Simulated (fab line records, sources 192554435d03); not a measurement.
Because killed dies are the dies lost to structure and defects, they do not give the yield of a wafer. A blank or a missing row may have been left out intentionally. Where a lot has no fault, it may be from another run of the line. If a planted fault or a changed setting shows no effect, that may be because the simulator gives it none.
fab line records + flow n5Finfet
record:
- lots: 11
- wafers: 32
- lastDay: 17
route steps=1938 shown BEOL_M6@1248 BEOL_M7@1263 PASSIVATION@1936
lots that met no fault: from a run of the same line without faults
startH: hours from the record's first day to the start of the lot's first wafer shown + waitH: hours from the lot's prior step to this one + " unchanged from the row above + L1.1+2: a row that stands for several wafers + - no value present, or no start provided + * or withheld: withheld + < > ~ a bound
route shown NAME@n: names a module that has steps shown in the file, with the first one's number in the route + usual: average and standard deviation across the fault-free wafers + same: alike in all rows + chamber/n: place in a boat + sites: readings site by site + _std_site: how widely they spread, as a standard deviation + _edge_site: inner sites' mean taken away from outer sites' mean + radiusMm: how far each site lies from the wafer's centre + mask NAME#n: copy n + behind: tool/chamber where the wafer was last shaped + hold: cause of the lot's hold/its duration in hours/its outcome + device: which transistor (n, p or np) failed to switch + end of line: the tests these same wafers got at the end of their route + where a step has no rows: the recipe by itself + killed: count of dies lost to structure and defects at first sort (not the wafer's yield) + map: the dies of a wafer, with x for killed, . for not killed, _ for no die there
set.NAME: setting as actually run; set.NAME@STEP: the setting as run at that earlier step + model.NAME: the simulator's own value behind a step, which no gauge read
route steps across a sampled set of lots; one table per step, one row per wafer
services: when a tool's chamber went out of use (startH, in hours from the record's first day, below 0 if earlier), for how many hours, and the reason
== steps ==
step: N5_BEOL_M6_CURE_75
recipe:
- tempC: 370
- timeS: 120
- ambient: DMADMS/He
- material: SiCOH_lowk
usual:
- lampPowerPct: 52.30/0.051
- wafer_temp_C_max: 371.3/0.5
| lot.wafer | tool      | chamber | startH | waitH | lampPowerPct | wafer_temp_C_max |
|-----------|-----------|---------|--------|-------|--------------|------------------|
| L825.2    | uvCure-02 | 1       | 182.95 | 0.1   | 52.26        | 371.0            |
| L825.3    | "         | 1       | "      | "     | 52.31        | 371.1            |
| L825.5    | "         | 1       | "      | "     | 52.23        | 371.2            |
| L826.3    | uvCure-02 | 2       | 184.83 | 0.3   | 52.36        | 371.5            |
| L826.4    | "         | 2       | "      | "     | 52.28        | 371.8            |
| L826.6    | "         | 2       | "      | "     | 52.41        | 372.0            |
| L827.3    | uvCure-01 | 1       | 205.38 | 0.1   | 52.38        | 371.7            |
| L827.4    | "         | 1       | "      | "     | 52.24        | 371.4            |
| L827.6    | "         | 1       | "      | "     | 52.31        | 371.3            |
| L829.1    | uvCure-01 | 0       | 206.49 | 0.0   | 52.36        | 371.6            |
| L829.3    | "         | 0       | "      | "     | 52.27        | 370.6            |
| L829.5    | "         | 0       | "      | "     | 52.25        | 370.9            |
| L830.1    | uvCure-03 | 1       | 223.58 | 0.0   | 52.24        | 371.0            |
| L830.4    | "         | 1       | "      | "     | 52.36        | 370.6            |
| L832.1    | uvCure-02 | 1       | 226.55 | 0.0   | 52.39        | 371.1            |
| L832.2    | "         | 1       | "      | "     | 52.37        | 371.1            |
| L832.3    | "         | 1       | "      | "     | 52.31        | 371.1            |
| L833.2    | uvCure-02 | 0       | 232.71 | 0.1   | 52.27        | 372.2            |
| L833.4    | "         | 0       | "      | "     | 52.35        | 371.3            |
| L833.6    | "         | 0       | "      | "     | 52.27        | 371.3            |
| L834.3    | uvCure-03 | 1       | 250.23 | 0.1   | 52.33        | 371.4            |
| L834.5    | "         | 1       | "      | "     | 52.38        | 370.9            |
| L834.6    | "         | 1       | "      | "     | 52.28        | 370.6            |
| L836.3    | uvCure-01 | 2       | 258.81 | 0.4   | 52.34        | 371.8            |
| L836.5    | "         | 2       | "      | "     | 52.31        | 372.2            |
| L836.6    | "         | 2       | "      | "     | 52.29        | 372.8            |
| L842.1    | uvCure-03 | 0       | 290.70 | 0.0   | 52.37        | 372.0            |
| L842.2    | "         | 0       | "      | "     | 52.29        | 372.4            |
| L842.5    | "         | 0       | "      | "     | 52.21        | 371.8            |
| L847.2    | uvCure-01 | 0       | 318.30 | 0.1   | 52.33        | 370.9            |
| L847.3    | "         | 0       | "      | "     | 52.30        | 370.8            |
| L847.4    | "         | 0       | "      | "     | 52.22        | 370.9            |
step: N5_BEOL_M6_SURFACE_TREAT_79
recipe:
- gas: Ar
- timeS: *
- ionEnergyEv: *
- ionCurrentMaCm2: 0.5
- pressureMtorr: *
- arFlowSccm: 30
usual:
- throttleValvePct: *
| lot.wafer | tool          | chamber | startH | waitH | throttleValvePct |
|-----------|---------------|---------|--------|-------|------------------|
| L825.2    | pvdSputter-02 | -       | 184.40 | 0.4   | *                |
| L825.3    | "             | -       | "      | "     | *                |
| L825.5    | "             | -       | "      | "     | *                |
| L826.3    | pvdSputter-03 | -       | 185.45 | 0.2   | *                |
| L826.4    | "             | -       | "      | "     | *                |
| L826.6    | "             | -       | "      | "     | *                |
| L827.3    | pvdSputter-01 | -       | 206.24 | 0.4   | *                |
| L827.4    | "             | -       | "      | "     | *                |
| L827.6    | "             | -       | "      | "     | *                |
| L829.1    | pvdSputter-03 | -       | 207.93 | 0.3   | *                |
| L829.3    | "             | -       | "      | "     | *                |
| L829.5    | "             | -       | "      | "     | *                |
| L830.1    | pvdSputter-01 | -       | 224.91 | 0.5   | *                |
| L830.4    | "             | -       | "      | "     | *                |
| L832.1    | pvdSputter-02 | -       | 227.70 | 0.3   | *                |
| L832.2    | "             | -       | "      | "     | *                |
| L832.3    | "             | -       | "      | "     | *                |
| L833.2    | pvdSputter-02 | -       | 234.48 | 0.2   | *                |
| L833.4    | "             | -       | "      | "     | *                |
| L833.6    | "             | -       | "      | "     | *                |
| L834.3    | pvdSputter-02 | -       | 251.00 | 0.3   | *                |
| L834.5    | "             | -       | "      | "     | *                |
| L834.6    | "             | -       | "      | "     | *                |
| L836.3    | pvdSputter-01 | -       | 261.51 | 0.2   | *                |
| L836.5    | "             | -       | "      | "     | *                |
| L836.6    | "             | -       | "      | "     | *                |
| L842.1    | pvdSputter-02 | -       | 291.67 | 0.3   | *                |
| L842.2    | "             | -       | "      | "     | *                |
| L842.5    | "             | -       | "      | "     | *                |
| L847.2    | pvdSputter-03 | -       | 319.15 | 0.2   | *                |
| L847.3    | "             | -       | "      | "     | *                |
| L847.4    | "             | -       | "      | "     | *                |
step: N5_BEOL_M7_ILD_DEP_00
recipe:
- material: SiCOH_lowk
- targetThkA: 1797.5
- tempC: 300
- precursor: DEMS/porogen
- pressureTorr: 5
- rfW: 500
- timeS: 33.4
usual:
- heaterPowerW: 297/46
- showerheadPlenumPTorr: 5.738/0.016
- throttleValvePct: 13.9/0.81
| lot.wafer | tool     | chamber | startH | waitH | heaterPowerW | showerheadPlenumPTorr | throttleValvePct |
|-----------|----------|---------|--------|-------|--------------|-----------------------|------------------|
| L825.2    | pecvd-04 | 0       | 185.59 | 0.0   | 262          | 5.729                 | 14.1             |
| L825.3    | "        | 2       | "      | "     | 300          | 5.755                 | 14.0             |
| L825.5    | "        | 1       | "      | "     | 271          | 5.753                 | 15.6             |
| L826.3    | pecvd-02 | 2       | 187.00 | 0.0   | 305          | 5.720                 | 12.7             |
| L826.4    | "        | 2       | "      | "     | 325          | 5.727                 | 12.6             |
| L826.6    | "        | 0       | "      | "     | 342          | 5.722                 | 13.8             |
| L827.3    | pecvd-01 | 2       | 207.93 | 0.0   | 256          | 5.741                 | 14.5             |
| L827.4    | "        | 1       | "      | "     | 361          | 5.728                 | 14.2             |
| L827.6    | "        | 0       | "      | "     | 325          | 5.726                 | 13.0             |
| L829.1    | pecvd-02 | 2       | 209.43 | 0.0   | 328          | 5.745                 | 12.8             |
| L829.3    | "        | 2       | "      | "     | 322          | 5.728                 | 12.8             |
| L829.5    | "        | 2       | "      | "     | 343          | 5.720                 | 12.7             |
| L830.1    | pecvd-01 | 1       | 227.28 | 0.0   | 363          | 5.713                 | 13.7             |
| L830.4    | "        | 2       | "      | "     | 237          | 5.753                 | 14.7             |
| L832.1    | pecvd-02 | 2       | 229.39 | 0.0   | 342          | 5.710                 | 13.1             |
| L832.2    | "        | 1       | "      | "     | 296          | 5.771                 | 13.2             |
| L832.3    | "        | 1       | "      | "     | 305          | 5.755                 | 13.0             |
| L833.2    | pecvd-04 | 1       | 235.66 | 0.0   | 269          | 5.750                 | 15.5             |
| L833.4    | "        | 0       | "      | "     | 244          | 5.736                 | 14.0             |
| L833.6    | "        | 2       | "      | "     | 239          | 5.743                 | 13.5             |
| L834.3    | pecvd-02 | 2       | 252.45 | 0.1   | 356          | 5.747                 | 12.9             |
| L834.5    | "        | 2       | "      | "     | 355          | 5.723                 | 12.8             |
| L834.6    | "        | 1       | "      | "     | 285          | 5.754                 | 13.1             |
| L836.3    | pecvd-04 | 1       | 263.10 | 0.0   | 260          | 5.766                 | 15.5             |
| L836.5    | "        | 2       | "      | "     | 266          | 5.744                 | 13.6             |
| L836.6    | "        | 0       | "      | "     | 216          | 5.731                 | 13.9             |
| L842.1    | pecvd-04 | 0       | 293.78 | 0.0   | 241          | 5.727                 | 14.0             |
| L842.2    | "        | 2       | "      | "     | 271          | 5.731                 | 13.9             |
| L842.5    | "        | 1       | "      | "     | 241          | 5.764                 | 15.5             |
| L847.2    | pecvd-02 | 1       | 321.38 | 0.0   | 304          | 5.752                 | 13.4             |
| L847.3    | "        | 2       | "      | "     | 316          | 5.746                 | 13.0             |
| L847.4    | "        | 1       | "      | "     | 315          | 5.741                 | 13.3             |
step: N5_BEOL_M7_CURE_74
recipe:
- tempC: 385
- timeS: 240
- ambient: He/Ar
- material: SiCOH_lowk
usual:
- lampPowerPct: 52.31/0.051
- wafer_temp_C_max: 386.6/0.77
| lot.wafer | tool      | chamber | startH | waitH | lampPowerPct | wafer_temp_C_max |
|-----------|-----------|---------|--------|-------|--------------|------------------|
| L825.2    | uvCure-01 | 2       | 185.75 | 0.1   | 52.33        | 386.6            |
| L825.3    | "         | 2       | "      | "     | 52.28        | 388.2            |
| L825.5    | "         | 2       | "      | "     | 52.37        | 388.7            |
| L826.3    | uvCure-03 | 1       | 187.22 | 0.2   | 52.33        | 385.9            |
| L826.4    | "         | 1       | "      | "     | 52.33        | 385.8            |
| L826.6    | "         | 1       | "      | "     | 52.26        | 385.8            |
| L827.3    | uvCure-03 | 2       | 208.15 | 0.2   | 52.24        | 386.5            |
| L827.4    | "         | 2       | "      | "     | 52.34        | 386.6            |
| L827.6    | "         | 2       | "      | "     | 52.35        | 386.5            |
| L829.1    | uvCure-02 | 2       | 209.52 | 0.1   | 52.31        | 387.2            |
| L829.3    | "         | 2       | "      | "     | 52.24        | 387.0            |
| L829.5    | "         | 2       | "      | "     | 52.26        | 387.0            |
| L830.1    | uvCure-03 | 1       | 227.35 | 0.0   | 52.34        | 386.1            |
| L830.4    | "         | 1       | "      | "     | 52.34        | 386.1            |
| L832.1    | uvCure-01 | 0       | 229.48 | 0.1   | 52.39        | 386.1            |
| L832.2    | "         | 0       | "      | "     | 52.33        | 386.5            |
| L832.3    | "         | 0       | "      | "     | 52.30        | 386.0            |
| L833.2    | uvCure-03 | 2       | 235.81 | 0.1   | 52.37        | 386.3            |
| L833.4    | "         | 2       | "      | "     | 52.29        | 386.3            |
| L833.6    | "         | 2       | "      | "     | 52.34        | 386.3            |
| L834.3    | uvCure-01 | 2       | 252.67 | 0.2   | 52.35        | 388.1            |
| L834.5    | "         | 2       | "      | "     | 52.21        | 387.5            |
| L834.6    | "         | 2       | "      | "     | 52.35        | 388.2            |
| L836.3    | uvCure-03 | 1       | 263.32 | 0.2   | 52.34        | 386.0            |
| L836.5    | "         | 1       | "      | "     | 52.25        | 385.9            |
| L836.6    | "         | 1       | "      | "     | 52.41        | 385.7            |
| L842.1    | uvCure-03 | 2       | 293.85 | 0.0   | 52.28        | 386.6            |
| L842.2    | "         | 2       | "      | "     | 52.32        | 386.4            |
| L842.5    | "         | 2       | "      | "     | 52.22        | 385.9            |
| L847.2    | uvCure-03 | 0       | 321.52 | 0.1   | 52.40        | 388.4            |
| L847.3    | "         | 0       | "      | "     | 52.29        | 387.1            |
| L847.4    | "         | 0       | "      | "     | 52.30        | 386.8            |
step: N5_BEOL_M7_THK_MEAS_01
recipe:
- reads: SiCOH_lowk_of_BEOL_M7_ILD_DEP_00
usual:
- M7_ILD_THK: 154.9/2.3
| lot.wafer | tool         | chamber | startH | waitH | M7_ILD_THK[nm] |
|-----------|--------------|---------|--------|-------|----------------|
| L825.2    | filmMetro-02 | -       | 186.18 | 0.4   | 156.5          |
| L825.3    | "            | -       | "      | "     | 155.2          |
| L825.5    | "            | -       | "      | "     | 156.2          |
| L826.3    | filmMetro-01 | -       | 187.58 | 0.3   | 155.7          |
| L826.4    | "            | -       | "      | "     | 158.2          |
| L826.6    | "            | -       | "      | "     | 155.5          |
| L827.3    | filmMetro-02 | -       | 208.50 | 0.3   | 153.7          |
| L827.4    | "            | -       | "      | "     | 158.9          |
| L827.6    | "            | -       | "      | "     | 156.2          |
| L829.1    | filmMetro-01 | -       | 210.03 | 0.4   | 152.4          |
| L829.3    | "            | -       | "      | "     | 155.5          |
| L829.5    | "            | -       | "      | "     | 154.0          |
| L830.1    | filmMetro-01 | -       | 227.86 | 0.4   | 154.2          |
| L830.4    | "            | -       | "      | "     | 154.5          |
| L832.1    | filmMetro-02 | -       | 229.99 | 0.4   | 155.9          |
| L832.2    | "            | -       | "      | "     | 154.8          |
| L832.3    | "            | -       | "      | "     | 156.7          |
| L833.2    | filmMetro-02 | -       | 236.24 | 0.4   | 153.5          |
| L833.4    | "            | -       | "      | "     | 153.1          |
| L833.6    | "            | -       | "      | "     | 156.8          |
| L834.3    | filmMetro-02 | -       | 253.03 | 0.3   | 157.0          |
| L834.5    | "            | -       | "      | "     | 157.2          |
| L834.6    | "            | -       | "      | "     | 156.0          |
| L836.3    | filmMetro-02 | -       | 263.67 | 0.3   | 152.8          |
| L836.5    | "            | -       | "      | "     | 159.8          |
| L836.6    | "            | -       | "      | "     | 156.6          |
| L842.1    | filmMetro-01 | -       | 294.36 | 0.4   | 153.5          |
| L842.2    | "            | -       | "      | "     | 154.4          |
| L842.5    | "            | -       | "      | "     | 121.7          |
| L847.2    | filmMetro-01 | -       | 321.95 | 0.4   | 153.1          |
| L847.3    | "            | -       | "      | "     | 156.6          |
| L847.4    | "            | -       | "      | "     | 154.0          |
step: N5_PASSIVATION_PROBE_49
usual:
- defectLimitedYield: 91.2/1.4
- killed_at_M0_to_M3: 32/10
- killed_at_M4_up: 14/6.2
- killedAtContacts: 12/6.3
- killedAtFrontEnd: 42/13
- killedAtOther: 4/3.4
- killedDies: 104/17
- killedOpen: 67/12
- killedShort: 34/8.1
- sort_bin_4_leakage: 0.02/0.13
- sort_bin_5_function: 5.2/0.93
- sort_bin_6_memory: 3.2/0.65
- sort_bin_8_speed: 0.00/0.017
- sortNPass: 1075/16
- sortYieldPct: 91.1/1.4
same:
- grossDies: 1180
- killedAtBackSide: 0
| lot.wafer | tool      | chamber | startH | waitH | defectLimitedYield[%] | killed_at_M0_to_M3 | killed_at_M4_up | killedAtContacts | killedAtFrontEnd | killedAtOther | killedDies | killedOpen | killedShort | sort_bin_4_leakage[%] | sort_bin_5_function[%] | sort_bin_6_memory[%] | sort_bin_8_speed[%] | sortNPass | sortYieldPct[%] |
|-----------|-----------|---------|--------|-------|-----------------------|--------------------|-----------------|------------------|------------------|---------------|------------|------------|-------------|-----------------------|------------------------|----------------------|---------------------|-----------|-----------------|
| L833.2    | prober-02 | -       | 325.38 | 0.1   | 93.2                  | 19                 | 14              | 7                | 34               | 6             | 80         | 45         | 26          | 0                     | 3.4                    | 2.4                  | 0                   | 1100      | 93.2            |
| L833.4    | prober-02 | -       | 325.48 | 0.2   | 93.6                  | 16                 | 3               | 13               | 38               | 5             | 75         | 44         | 29          | 0                     | 3.8                    | 2.1                  | 0                   | 1105      | 93.6            |
| L833.6    | prober-02 | -       | 325.58 | 0.3   | 92.7                  | 27                 | 8               | 19               | 32               | 0             | 86         | 46         | 33          | 0                     | 4.1                    | 2.5                  | 0                   | 1094      | 92.7            |
| L836.3    | prober-02 | -       | 345.83 | 0.1   | 90.3                  | 29                 | 11              | 16               | 53               | 5             | 114        | 87         | 27          | 0                     | 6.1                    | 3.1                  | 0                   | 1066      | 90.3            |
| L836.5    | prober-02 | -       | 345.93 | 0.2   | 93.1                  | 27                 | 15              | 11               | 26               | 2             | 81         | 56         | 24          | 0                     | 4.1                    | 2.5                  | 0                   | 1099      | 93.1            |
| L836.6    | prober-02 | -       | 345.98 | 0.3   | 91.4                  | 34                 | 11              | 22               | 31               | 4             | 102        | 60         | 42          | 0                     | 4.8                    | 3.3                  | 0                   | 1078      | 91.4            |
| L842.1    | prober-01 | -       | 367.54 | 0.0   | 92.5                  | 22                 | 27              | 12               | 24               | 4             | 89         | 61         | 28          | 0                     | 4.7                    | 2.6                  | 0                   | 1091      | 92.5            |
| L842.2    | prober-01 | -       | 367.59 | 0.1   | 93.6                  | 16                 | 11              | 8                | 40               | 1             | 76         | 45         | 30          | 0                     | 3.6                    | 2.5                  | 0                   | 1104      | 93.6            |
| L842.5    | prober-01 | -       | 367.74 | 0.2   | 91.3                  | 32                 | 11              | 8                | 48               | 4             | 103        | 69         | 34          | 0                     | 4.8                    | 3.4                  | 0                   | 1077      | 91.3            |
killed by level:class
L833.2 DUMMY_GATE:geometricParticle:open=9 HKMG_FIN:areaEtch=8 BEOL_M1:geometricParticle:open=6 BEOL_M0_SAQP:geometricParticle:short=6 MOL_CONTACT_COAG:geometricParticle:open=5 BEOL_M4:geometricParticle:open=5 BEOL_M8:geometricParticle:open=5 GATE_CUT:geometricParticle:short=4
L833.4 DUMMY_GATE:geometricParticle:open=10 MOL_CONTACT_COAG:geometricParticle:open=8 FIN_SAQP:geometricParticle:open=7 FIN_SAQP:geometricParticle:short=6 BEOL_M0:geometricParticle:open=6 MOL_CONTACT_COAG:geometricParticle:short=5 GATE_CUT:geometricParticle:short=4 BEOL_M0:geometricParticle:short=4
L833.6 MOL_CONTACT_COAG:geometricParticle:open=14 DUMMY_GATE:geometricParticle:open=8 FIN_SAQP:geometricParticle:short=7 HKMG_FIN:areaEtch=7 BEOL_M2:geometricParticle:open=6 MOL_CONTACT_COAG:geometricParticle:short=5 BEOL_M0_SAQP:geometricParticle:short=5 STARTING-WAFER:geometricParticle:short=5
L836.3 STI_FIN_REVEAL:geometricParticle:open=22 MOL_CONTACT_COAG:geometricParticle:open=14 BEOL_M2:geometricParticle:open=12 BEOL_M0_SAQP:geometricParticle:open=7 BEOL_M4:geometricParticle:open=6 STI_FIN_REVEAL:geometricParticle:short=5 STARTING-WAFER:geometricParticle:open=5 FIN_SAQP:geometricParticle:open=4
L836.5 MOL_CONTACT_COAG:geometricParticle:open=9 BEOL_M4:geometricParticle:open=9 FIN_SAQP:geometricParticle:open=8 BEOL_M0_SAQP:geometricParticle:short=6 FIN_SAQP:geometricParticle:short=4 GATE_CUT:geometricParticle:short=4 BEOL_M0_SAQP:geometricParticle:open=4 BEOL_M0:geometricParticle:open=4
L836.6 BEOL_M3:geometricParticle:open=15 MOL_CONTACT_COAG:geometricParticle:open=14 BEOL_M0_SAQP:geometricParticle:short=9 STI_FIN_REVEAL:geometricParticle:open=8 MOL_CONTACT_COAG:geometricParticle:short=8 FIN_SAQP:geometricParticle:short=6 FIN_SAQP:geometricParticle:open=4 BEOL_M0_SAQP:geometricParticle:open=4
L842.1 MOL_CONTACT_COAG:geometricParticle:open=7 BEOL_M4:geometricParticle:open=7 BEOL_M6:geometricParticle:open=6 MOL_CONTACT_COAG:geometricParticle:short=5 BEOL_M0_SAQP:geometricParticle:open=5 BEOL_M0_SAQP:geometricParticle:short=5 BEOL_M2:geometricParticle:open=5 BEOL_M5:geometricParticle:open=5
L842.2 FIN_SAQP:geometricParticle:open=11 FIN_SAQP:geometricParticle:short=7 MOL_CONTACT_COAG:geometricParticle:open=7 BEOL_M0_SAQP:geometricParticle:short=4 BEOL_M0_SAQP:geometricParticle:open=4 BEOL_M4:geometricParticle:open=4 STARTING-WAFER:geometricParticle:short=4 GATE_CUT:geometricParticle:open=3
L842.5 FIN_SAQP:geometricParticle:open=13 STI_FIN_REVEAL:geometricParticle:open=9 BEOL_M3:geometricParticle:open=8 MOL_CONTACT_COAG:geometricParticle:open=7 BEOL_M0_SAQP:geometricParticle:short=5 BEOL_M0_SAQP:geometricParticle:open=5 FIN_SAQP:geometricParticle:short=4 GATE_CUT:geometricParticle:short=4
== services ==
| tool      | chamber | startH | hours | kind          |
|-----------|---------|--------|-------|---------------|
| uvCure-02 | -       | 160.52 | 2.1   | pm            |
| pecvd-04  | 1       | 164.43 | 2.1   | scheduledDown |
| uvCure-02 | -       | 166.91 | 10.2  | repair        |
| uvCure-02 | -       | 177.68 | 4.3   | pm            |
| pecvd-02  | -       | 182.29 | 0.3   | repair        |
| pecvd-04  | 2       | 186.19 | 2.1   | scheduledDown |
| pecvd-01  | -       | 192.68 | 0.7   | repair        |
| pecvd-02  | 0       | 198.37 | 58.3  | repair        |
| uvCure-01 | -       | 207.63 | 14.6  | pm            |
| uvCure-03 | -       | 234.40 | 1.0   | pm            |
| pecvd-04  | 1       | 237.00 | 5.5   | scheduledDown |
| uvCure-01 | -       | 276.62 | 0.5   | repair        |
| uvCure-03 | -       | 297.98 | 0.5   | repair        |
| pecvd-02  | 1       | 298.11 | 5.0   | scheduledDown |
| uvCure-02 | -       | 311.98 | 9.2   | pm            |
== key ==
firstSign:
- step: N5_BEOL_M7_THK_MEAS_01
- reading: M7_ILD_THK
- direction: down
- sigmas: 14
- usual: 154.9
- struck: 121.7
effect none on later readings
metAt N5_BEOL_M7_ILD_DEP_00
struckLots L842
struckWafers L842.5
notActingAt N5_BEOL_M6_CURE_75,N5_BEOL_M6_SURFACE_TREAT_79,N5_BEOL_M7_CURE_74
onsetBetween 263.10 293.78
fault:
- kind: processParameterDrift
- tool: pecvd-04
- chamber: -
- onsetH: 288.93
- steps: N5_BEOL_M7_ILD_DEP_00
- channel: timeS
- offset: *
- shape: step
- endH: 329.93
- scope: struckWafersOnly
- actsIn: *
- stated: *
